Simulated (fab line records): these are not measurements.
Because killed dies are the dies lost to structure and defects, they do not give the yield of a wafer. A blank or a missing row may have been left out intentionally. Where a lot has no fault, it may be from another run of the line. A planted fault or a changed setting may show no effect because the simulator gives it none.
One fault through the eyes of 2 desks | flow n5-finfet | what lay behind the numbers comes last; until then each desk has only its own

== AT THE METROLOGY DESK ==
What the gauges read for every lot (on any tool): the sampled wafers with a number, averaged. Marked OUT: a lot whose mean sits more than 4 standard deviations from the usual mean, which makes it out of limits; the brackets give that distance. Of its 10 readings 7 are shown: those that lie furthest out on some lot.
Columns: A = DIBL_N at N5_BEOL_M4_RC_MEAS_101, usual 36.2 mV/V; B = DIBL_P at N5_BEOL_M4_RC_MEAS_101, usual 36.2 mV/V; C = IOFF_N at N5_BEOL_M4_RC_MEAS_101, usual 0.16 nA/um; D = ION_P at N5_BEOL_M4_RC_MEAS_101, usual 462 uA/um; E = SS_N at N5_BEOL_M4_RC_MEAS_101, usual 71.4 mV/dec; F = SS_P at N5_BEOL_M4_RC_MEAS_101, usual 73.2 mV/dec; G = VT_P at N5_BEOL_M4_RC_MEAS_101, usual -251 mV
lot  | first seen here | A    | B    | C    | D   | E    | F    | G
L909 | day 8 10:20     | 34.8 | 34.7 | 0.14 | 461 | 70.8 | 73.0 | -251
L915 | day 10 21:46    | 37.5 | 37.8 | 0.19 | 459 | 71.6 | 73.1 | -252
L919 | day 11 05:13    | 35.6 | 36.9 | 0.14 | 471 | 71.4 | 73.1 | -247
L922 | day 12 12:56    | 35.6 | 36.1 | 0.16 | 461 | 71.4 | 72.8 | -250
Finding of this desk: none of the 4 lots has anything out of limits.

== AT THE TOOL OWNER'S DESK: ald-sin-01 ==
The tool's own readings at N5_MOL_CONTACT_COAG_ALD_123 (deposits SiNx, target thk 5 nm, pulse time 1 s, purge time 2 s): means of the sampled wafers that have a number, for each lot that ran on this tool. Marked OUT: a lot whose mean sits more than 4 standard deviations from the usual mean, which makes it out of limits; the brackets give that distance.
Columns: A = heater-power-w at N5_MOL_CONTACT_COAG_ALD_123, usual 825 W; B = precursor-pulse-height-rel at N5_MOL_CONTACT_COAG_ALD_123, usual 1.001; C = susceptor-temp-C at N5_MOL_CONTACT_COAG_ALD_123, usual 399.99 C
lot  | first seen here | A   | B     | C
L909 | day 5 23:14     | 844 | 0.992 | 400.15
L915 | day 7 13:46     | 873 | 1.001 | 400.07
L919 | day 8 12:55     | 796 | 0.998 | 399.97
Finding of this desk: none of the 3 lots has anything out of limits.

== ALL TOGETHER ==
The metrology desk saw nothing out of limits.
The desk of the tool owner found nothing out of limits.

== WHAT THE SIMULATOR HAD INSERTED ==
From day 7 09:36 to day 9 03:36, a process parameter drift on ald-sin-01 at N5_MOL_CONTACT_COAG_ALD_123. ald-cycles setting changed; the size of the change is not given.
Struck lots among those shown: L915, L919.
